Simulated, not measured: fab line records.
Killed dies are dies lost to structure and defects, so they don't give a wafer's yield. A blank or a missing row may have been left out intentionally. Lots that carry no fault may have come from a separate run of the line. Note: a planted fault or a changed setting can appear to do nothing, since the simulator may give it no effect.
Matching of chambers	flow n5-finfet	4 sister chambers for N5_DUMMY_REMOVAL_HM_STRIP_01 on rie-diel-06
The step strips SiNx in CH3F/O2, stops on poly-Si, target depth 4 nm, time 6.8 s. 14 wafers are shown with their chamber, then 7 later ones without.

WAFERS WITH THEIR CHAMBER
wafer	chamber	throttle-valve-pct (%)	oes-product-au (a.u.)	showerhead-plenum-p-Torr (Torr)
L750.2	2	16.34	0.66	2.03
L750.4	3	16.64	0.58	1.97
L750.5	2	16.34	0.65	2.03
L757.3	2	16.37	0.63	2.02
L757.4	1	16.55	0.56	1.89
L757.5	0	16.59	0.60	1.99
L758.2	2	16.37	0.63	2.02
L758.3	0	16.58	0.60	1.99
L758.4	0	16.59	0.59	1.99
L761.1	1	16.11	0.80	2.14
L761.3	0	16.61	0.59	1.99
L761.6	0	16.58	0.60	1.99
L762.1	1	16.10	0.79	2.14
L762.2	2	16.41	0.63	2.02

SIGNATURES, as means of the wafers listed above
reading	chamber 0	chamber 1	chamber 2	chamber 3	scatter within a chamber
throttle-valve-pct	16.5900	16.2533	16.3660	16.6400	0.117
oes-product-au	0.5960	0.7167	0.6400	0.5800	0.0615
showerhead-plenum-p-Torr	1.9900	2.0567	2.0240	1.9700	0.0646
Rule: for each reading, subtract the chamber's mean from the wafer's reading, divide by that reading's scatter and square the result; add these up over the readings and take the root, which gives the wafer's distance from the chamber. The wafer belongs to the nearest chamber; if the next one is less than 2 further off, it can't be placed. The scatter: take each reading less its chamber's mean, square it, sum over the shown wafers, divide by the number of wafers less the number of chambers, and take the root.

WAFERS MISSING THEIR CHAMBER
wafer	throttle-valve-pct (%)	oes-product-au (a.u.)	showerhead-plenum-p-Torr (Torr)
L762.3	16.61	0.59	1.99
L764.4	16.12	0.76	2.14
L764.5	16.19	0.79	1.96
L764.6	16.42	0.62	2.02
L765.1	16.20	0.78	1.96
L765.3	16.11	0.76	2.14
L765.6	16.20	0.79	1.96

CHAMBER TAKEN BY EACH
wafer	from the rows above	in truth
L762.3	can't be placed: 0 or 3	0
L764.4	can't be placed: 1 or 2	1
L764.5	can't be placed: 1 or 2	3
L764.6	can't be placed: 2 or 0 or 3 or 1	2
L765.1	can't be placed: 1 or 2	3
L765.3	can't be placed: 1 or 2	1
L765.6	can't be placed: 1 or 2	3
Correctly placed: 0 of 7. Cannot be placed on the basis of these rows: 7; the candidates contain the true chamber in 4. Number placed wrongly: 0.
